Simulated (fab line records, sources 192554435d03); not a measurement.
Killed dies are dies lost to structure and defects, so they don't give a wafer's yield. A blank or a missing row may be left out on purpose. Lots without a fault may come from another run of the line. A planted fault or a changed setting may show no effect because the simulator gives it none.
Chamber matching | flow n5_finfet | N5_BEOL_M0_SAQP_ETCH_107 on rie_diel-03: 4 sister chambers
The step etches SiNx in CH3F/O2, target depth 30 nm. 8 wafers are shown with their chamber, then 8 later ones without.

WAFERS WITH THEIR CHAMBER
wafer  | chamber | rf_vpp_V (V) | drypump_motor_current_A (A)
L084.4 | 0       | 312          | 5.7
L089.1 | 1       | 302          | 6.3
L089.2 | 2       | 299          | 6.0
L089.5 | 3       | 279          | 5.8
L090.2 | 1       | 301          | 6.2
L090.4 | 3       | 280          | 5.7
L090.6 | 0       | 313          | 5.7
L091.1 | 2       | 300          | 6.0

WAFERS WITHOUT THEIR CHAMBER
wafer  | rf_vpp_V (V) | drypump_motor_current_A (A)
L091.2 | 313          | 5.7
L091.6 | 311          | 5.7
L093.1 | 300          | 6.0
L093.2 | 278          | 5.7
L093.3 | 312          | 5.7
L094.2 | 312          | 5.7
L094.3 | 279          | 5.7
L094.5 | 299          | 6.0

WHICH CHAMBER EACH WENT THROUGH
wafer  | from the rows above | in truth
L091.2 | 0                   | 0
L091.6 | 0                   | 0
L093.1 | 2                   | 2
L093.2 | 3                   | 3
L093.3 | 0                   | 0
L094.2 | 0                   | 0
L094.3 | 3                   | 3
L094.5 | 2                   | 2
Placed correctly: 8 of 8. Can't be placed from these rows: 0. Placed wrongly: 0.
How it was worked out, from the rows above alone: a wafer's distance from a chamber is the root of the sum, over the readings, of the square of ((its reading less the chamber's mean) divided by the reading's scatter). The wafer belongs to the nearest chamber; if the next one is less than 2 further off, it can't be placed. A chamber's mean is the mean of its shown wafers. The scatter: the root of (the sum of the squares of (reading less its chamber's mean) over the shown wafers, divided by (wafers less chambers)).
